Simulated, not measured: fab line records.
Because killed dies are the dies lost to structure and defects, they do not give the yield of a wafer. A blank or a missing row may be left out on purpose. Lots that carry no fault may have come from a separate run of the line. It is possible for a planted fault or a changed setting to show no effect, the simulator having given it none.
Problem report, 8D (eight disciplines) form, completed by code | flow nand-harc | the parts of the form that need people (team, actions taken, sign-off) are left out

## 1. WHAT WENT WRONG
Mean of killed-at-periphery at NHARC_END_SORT_01: 633.0 across 2 wafers in 2 lots; on wafers with no fault it is 3.9 (standard deviation 2.7). That is +99 or more standard deviations from the usual mean.
First observed at day 28 03:02: wafer L225.6, on prober-02. The record holds 6 wafers of 2 lots with a number at this step. Rule for "out", or "out of limits": more than 4 standard deviations from the usual mean. Any other wafer with a number is counted as sound.

## 2. WHAT IT IS AND WHAT IT IS NOT
question                    | is                                                                                                                      | is not
which readings at this step | killed-at-periphery, defect-limited-yield, killed-dies, sort_bin_2_pct, sort-n-pass, sort-rim-yield-pct, sort-yield-pct | killed-at-array, killed-at-other, killed-open, killed-short, sort_bin_3_pct, sort_bin_4_pct
which lots                  | L225, L227                                                                                                              | -
which wafers of those lots  | L225.6, L227.5                                                                                                          | L225.2, L225.5, L227.4, L227.6
read on which gauges        | prober-02                                                                                                               | -
when                        | from day 28 03:02                                                                                                       | up to then (2 sound wafers); but 2 sound wafers of L227 came after

## 3. WHAT RULES OUT EACH SUSPECT
Counting: any tool at a process step up to the reading remains a suspect provided it ran every lot that is out. Sound lots after the first of them don't rule it out here, since some wafers of a struck lot are sound.
- the gauge at NHARC_END_SORT_01: kept. All the wafers that are out were read on prober-02, and no step on other tools shows them out.
- pecvd-01 at NHARC_P_M0_DEP_00 (deposits SiOC, target thk 150 nm): kept. It ran every lot that is out, first L225 (day 9 15:19).
What counting leaves: pecvd-01 at NHARC_P_M0_DEP_00 and prober-02 at NHARC_END_SORT_01.

## 4. THE CAUSE (what the simulator had put in)
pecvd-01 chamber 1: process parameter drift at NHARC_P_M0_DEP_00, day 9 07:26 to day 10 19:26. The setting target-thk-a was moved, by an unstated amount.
Counting leaves 2 suspects; this tool is one of them.

## 5. THE CHAIN OF EFFECTS, in route order
Each row: a reading whose mean over the struck wafers that have a number lies more than 3 standard deviations from the usual. Readings are gone through only where the record gives a usual standard deviation; hours: the median, over the lots, of the time from a lot's start at the first step in this table giving one to that lot's start at this step; sigmas: the change measured in usual standard deviations.
hours | step              | reading              | usual  | on struck wafers | change | sigmas
0     | NHARC_END_SORT_01 | defect-limited-yield | 91.5 % | 0.0              | -91.5  | -38
0     | NHARC_END_SORT_01 | killed-at-periphery  | 3.9    | 633.0            | +629.1 | +99 or more
0     | NHARC_END_SORT_01 | killed-dies          | 57     | 677              | +620   | +39
0     | NHARC_END_SORT_01 | sort_bin_2_pct       | 3.0 %  | 95.3             | +92.3  | +77
0     | NHARC_END_SORT_01 | sort-n-pass          | 620    | 0                | -620   | -39
0     | NHARC_END_SORT_01 | sort-rim-yield-pct   | 89 %   | 0                | -89    | -21
0     | NHARC_END_SORT_01 | sort-yield-pct       | 91.5 % | 0.0              | -91.5  | -38

## 6. WHAT WOULD HAVE CAUGHT IT SOONER
452 hours passed between the start of the fault at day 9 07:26 and the first reading out of limits at a measuring or inspecting step in this record, taken at day 28 03:02.
Lots out: 2; all had begun NHARC_P_M0_DEP_00 on pecvd-01 by day 28 03:02. None of them would have been spared by holding the tool at that moment.
